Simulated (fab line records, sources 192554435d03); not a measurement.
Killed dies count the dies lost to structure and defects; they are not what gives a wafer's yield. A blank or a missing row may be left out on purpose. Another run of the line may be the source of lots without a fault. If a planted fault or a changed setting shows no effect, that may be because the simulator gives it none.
Lot-split experiment ; flow n5_finfet ; route with 1938 steps; 7 lots, 21 wafers read

== SPLIT DETAILS ==
At N5_MOL_CONTACT_COAG_ALD_27 (deposits SiOC, target thk 17 nm, pulse time 1.5 s, time 2720 s), the setting ald_cycles was moved away from the recipe's 340 on 6 of the 21 wafers read, by -10.0% to +14.4%. For the rest of the wafers, this setting stayed at what the recipe calls for.

The reading is taken at the split's own step.

== THE READING ==
SiOC_of_MOL_CONTACT_COAG_ALD_27.thk_nm (the simulator's own value, which no gauge read), in nm, at N5_MOL_CONTACT_COAG_ALD_27 (deposits SiOC, target thk 17 nm, pulse time 1.5 s, time 2720 s). No usual value for it is given in the file. Average 17.0 nm, standard deviation 0.068 nm, over the 15 wafers here run with the recipe.

wafer;tool, chamber at the split;ald_cycles as run;against the recipe;SiOC_of_MOL_CONTACT_COAG_ALD_27.thk_nm, nm;against lot-mates on the recipe
L080.2;ald_sin-02, 0,3,1;340;recipe;17;-
L080.3;ald_sin-02, 0,3,1;340;recipe;17;-
L080.4;ald_sin-02, 0,3,1;340;recipe;17;-
L081.1;ald_sin-04, 2,3;389;+14.4%;19.4;+2.4
L081.5;ald_sin-04, 2,3;389;+14.4%;19.4;+2.4
L081.4;ald_sin-04, 1;340;recipe;17;-
L085.1;ald_sin-02, 2,3,3;340;recipe;17;-
L085.2;ald_sin-02, 2,3,3;340;recipe;17;-
L085.5;ald_sin-02, 2,3,3;340;recipe;17;-
L086.2;ald_sin-04, 1,2,1;340;recipe;17;-
L086.4;ald_sin-04, 1,2,1;340;recipe;17;-
L086.6;ald_sin-04, 1,2,1;340;recipe;17;-
L088.3;ald_sin-02, 3;306;-10.0%;15.4;-1.6
L088.4;ald_sin-02, 0;340;recipe;17;-
L088.5;ald_sin-02, 2;306;-10.0%;15.2;-1.8
L089.3;ald_sin-04, 1;340;recipe;17.2;-
L089.6;ald_sin-04, 1;340;recipe;17.2;-
L089.4;ald_sin-04, 2;340;recipe;17;-
L097.1;ald_sin-02, 2;340;recipe;17;-
L097.3;ald_sin-02, 1;357;+5.0%;18;+1.0
L097.6;ald_sin-02, 1;357;+5.0%;18;+1.0
Rows listing several chambers each stand for several wafers; the file does not say which wafer went through which chamber.

THE FIT
A straight line over all 21 wafers: SiOC_of_MOL_CONTACT_COAG_ALD_27.thk_nm changes by +0.169 nm for each +1% of ald_cycles; r = +1.00; the points scatter about the line by 0.084 nm.
The same after taking each lot's own level away (the mean of its wafers on the recipe; 21 wafers): +0.17 nm for each +1%; r = +1.00; scatter 0.071 nm.
On that fit, the largest move of ald_cycles shifts the reading by 2.4 nm.
Across the lots, their own levels run from 17.00 to 17.13 nm, a range of 2.0 times the standard deviation given above.
Consequently the slope shifts little with the lot-to-lot level, the two slopes agreeing.
Check: for one of the wafers moved furthest among these (+14.4%), held out of the fit, the line's prediction against its lot-mates is +2.49 nm. It came out at +2.4 nm against them.

== OTHER SPLITS APPLIED TO THESE WAFERS ==
Before the reading, these wafers also passed through other splits. Each is held against what the fit with the lots' levels taken away leaves over:
other split on the same wafers;wafers away from the commonest value;r with SiOC_of_MOL_CONTACT_COAG_ALD_27.thk_nm (lot level and that fit taken away)
N5_HKMG_FIN_COAT_66 spin_rpm;9;+0.00

== FILE'S OWN FIT ==
SiOC_of_MOL_CONTACT_COAG_ALD_27.thk_nm changes by +0.17 nm for each +1% of ald_cycles, r = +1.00.
